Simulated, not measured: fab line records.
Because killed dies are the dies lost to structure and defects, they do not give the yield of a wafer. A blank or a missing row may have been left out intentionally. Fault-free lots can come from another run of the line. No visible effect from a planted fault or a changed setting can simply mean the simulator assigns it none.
Chamber matching ; flow n5Finfet ; pecvd-04 running N5_BEOL_M4_ILD_DEP_00: 3 sister chambers
The step deposits SiOC from DEMS/O2, target thk 79 nm, time 15.3 s. 22 wafers are shown with their chamber, then 11 later ones without.

== EACH WAFER AND ITS CHAMBER ==
wafer;chamber;heaterPowerW (W);heaterPowerOuterW (W);throttleValvePct (%)
L074.2;2;519;260;11.9
L074.3;0;392;197;12.3
L074.6;2;527;254;11.8
L078.1;0;425;231;12.3
L078.2;2;543;273;11.9
L078.5;1;535;326;12.2
L079.2;1;498;294;12.2
L079.4;0;421;230;12.4
L079.5;2;532;269;12.1
L081.2;2;562;300;12.1
L081.3;0;465;258;12.4
L081.6;1;523;297;12.0
L083.3;1;526;298;12.3
L083.5;1;516;299;12.3
L083.6;2;588;301;12.2
L084.2;0;405;214;12.3
L084.5;1;550;323;11.8
L084.6;2;575;308;12.0
L086.1;1;485;281;12.2
L086.3;0;424;224;12.4
L086.5;0;426;225;12.5
L087.2;1;474;258;12.1

SIGNATURES (averages over the wafers above)
reading;chamber 0;chamber 1;chamber 2;scatter within a chamber
heaterPowerW;422.57;513.38;549.43;24.9
heaterPowerOuterW;225.57;297.00;280.71;20.8
throttleValvePct;12.371;12.137;12.000;0.136
Rule: a wafer lies at a distance from a chamber equal to the root of the sum of squares, over the readings, of (its reading less the chamber's mean, divided by the reading's scatter). If the next closest chamber is less than 2 further off than the closest, the wafer can't be placed; otherwise it belongs to the closest. How the scatter is found: for the shown wafers, subtract from each reading the mean of its chamber, square and add these, divide the total by (wafers less chambers), then take the root.

== WAFERS MISSING THEIR CHAMBER ==
wafer;heaterPowerW (W);heaterPowerOuterW (W);throttleValvePct (%)
L087.4;453;250;12.3
L087.5;462;269;12.1
L090.3;510;301;12.2
L090.5;526;298;12.2
L090.6;442;237;12.4
L095.2;508;254;12.1
L095.4;551;308;12.1
L095.6;524;257;12.2
L097.1;466;256;12.6
L097.3;579;297;12.2
L097.5;582;303;11.9

== EACH ONE'S CHAMBER ==
wafer;from the rows above;in truth
L087.4;can't be placed: 0 or 1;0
L087.5;can't be placed: 1 or 0 or 2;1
L090.3;can't be placed: 1 or 2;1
L090.5;can't be placed: 1 or 2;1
L090.6;0;0
L095.2;can't be placed: 1 or 2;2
L095.4;can't be placed: 2 or 1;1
L095.6;can't be placed: 1 or 2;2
L097.1;can't be placed: 0 or 1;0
L097.3;can't be placed: 2 or 1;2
L097.5;can't be placed: 2 or 1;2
Correct placement for 1 of the 11. Unplaceable from these rows: 10, with the true chamber sitting among the candidates in 10. Wrongly placed: 0.
